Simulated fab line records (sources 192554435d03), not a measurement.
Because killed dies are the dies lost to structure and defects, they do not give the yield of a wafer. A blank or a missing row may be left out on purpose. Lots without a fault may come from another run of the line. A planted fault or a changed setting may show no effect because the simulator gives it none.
Problem report, 8D (eight disciplines) form, completed by code    flow n5-finfet    the parts of the form that need people (team, actions taken, sign-off) are left out

== 1. WHAT IS WRONG ==
Mean of exposure-dose-mJ-cm2 at N5_BEOL_M6_EXPOSE_25: 44.23 across 9 wafers in 3 lots; on wafers with no fault it is 44.98 (standard deviation 0.047). Measured from the usual mean, that is -16 standard deviations.
The step: exposes mask V5, target cd 40 nm.
First observed at day 9 19:38: wafer L324.4, on euv-scanner-02. Wafers with a number at this step in the record: 33, from 11 lots. Rule for "out" (also "out of limits"): further than 4 standard deviations from the usual mean. All remaining wafers that have a number are taken as sound.

== 2. WHAT THIS IS AND IS NOT ==
question                     is                      is not
which readings at this step  exposure-dose-mJ-cm2    -
which lots                   L324, L325, L326        L319, L320, L327, L334, L335, L338, L339, L340
which wafers of those lots   all that have a number  -
read on which tools          euv-scanner-02          euv-scanner-01
when                         from day 9 19:38        up to then (6 sound wafers); but 18 sound wafers of L327, L334, L335, L338, L339, L340 came after

== 3. SUSPECTS, AND WHAT RULES EACH OUT ==
Counting: a tool at a process step up to the reading stays a suspect if it ran every lot that is out and no sound lot after the first of them.
- euv-scanner-02 at N5_BEOL_M6_EXPOSE_25 (exposes mask V5, target cd 40 nm): kept. Every lot that is out went through it, starting with L324 (day 9 19:38), and after that it ran no sound lot; the last sound lot it ran before then is L319 (day 8 19:08). Its own readings are out on those wafers: exposure-dose-mJ-cm2.
After counting, what remains is euv-scanner-02 at N5_BEOL_M6_EXPOSE_25.

== 4. THE CAUSE (what the simulator had put in) ==
Drift in process parameters on euv-scanner-02 at N5_BEOL_M6_EXPOSE_25, starting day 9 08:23. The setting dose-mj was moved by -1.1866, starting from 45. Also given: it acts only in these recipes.
This tool alone remained once counting was done.

== 5. THE CHAIN OF EFFECTS, in route order ==
One row per reading whose mean, taken over the struck wafers that have a number, lies over 3 standard deviations from the usual. Only readings for which the record gives a usual standard deviation are gone through. hours: the time from each lot's start at the first step in this table that gives one to its start at this step, as a median over the lots. sigmas: the change in usual standard deviations.
hours  step                  reading               usual  on struck wafers  change  sigmas
0      N5_BEOL_M6_EXPOSE_25  exposure-dose-mJ-cm2  44.98  44.23             -0.75   -16
It contains these process steps:
- N5_BEOL_M6_EXPOSE_25: exposes mask V5, target cd 40 nm.
Later steps that measure or inspect, where all struck wafers having a row at the step show a number for every such reading and not one has moved that far: N5_BEOL_M6_OVL_MEAS_29.

== 6. WHAT WOULD HAVE CAUGHT IT SOONER ==
11 hours passed between the start of the fault at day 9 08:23 and the first reading out of limits in this record, taken at day 9 19:38.
